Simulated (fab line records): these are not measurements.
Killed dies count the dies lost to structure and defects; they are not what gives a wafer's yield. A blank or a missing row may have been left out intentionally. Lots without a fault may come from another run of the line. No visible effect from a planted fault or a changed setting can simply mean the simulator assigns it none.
Matching of chambers + flow nand_harc + NHARC_A_CHANNEL_FILL_D2_ALD_14 on ald_hk-02: 4 sister chambers
The step deposits SiO2, target thk 2.5 nm, pulse time 10 s, ald cycles 25. 4 wafers are shown with their chamber, then 7 later ones without.

== EACH WAFER AND ITS CHAMBER ==
| wafer  | chamber | heater_power_w (W) |
|--------|---------|--------------------|
| L085.3 | 2       | 524                |
| L085.6 | 3       | 510                |
| L087.2 | 1       | 617                |
| L087.5 | 0       | 411                |

== WAFERS WITH NO CHAMBER GIVEN ==
| wafer  | heater_power_w (W) |
|--------|--------------------|
| L087.6 | 526                |
| L090.2 | 615                |
| L090.4 | 500                |
| L090.5 | 598                |
| L093.1 | 612                |
| L093.5 | 510                |
| L093.6 | 394                |

== EACH ONE'S CHAMBER ==
| wafer  | from the rows above     | in truth |
|--------|-------------------------|----------|
| L087.6 | can't be placed: 2 or 3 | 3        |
| L090.2 | 1                       | 1        |
| L090.4 | can't be placed: 3 or 2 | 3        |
| L090.5 | 1                       | 1        |
| L093.1 | 1                       | 1        |
| L093.5 | can't be placed: 3 or 2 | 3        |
| L093.6 | 0                       | 0        |
Correct placement for 4 of the 7. Can't be placed from these rows: 3 (the true chamber is among the candidates in 3). Number placed wrongly: 0.
How it was worked out, from the rows above alone: a wafer's distance from a chamber is the root of the sum, over the readings, of the square of ((its reading less the chamber's mean) divided by the reading's scatter). If the next closest chamber is less than 2 further off than the closest, the wafer can't be placed; otherwise it belongs to the closest. For every chamber, the mean is computed from those of its wafers that are shown. The scatter (one wafer shown for each chamber): square how far every hidden wafer sits from the nearest shown wafer, average those squares and take the square root.
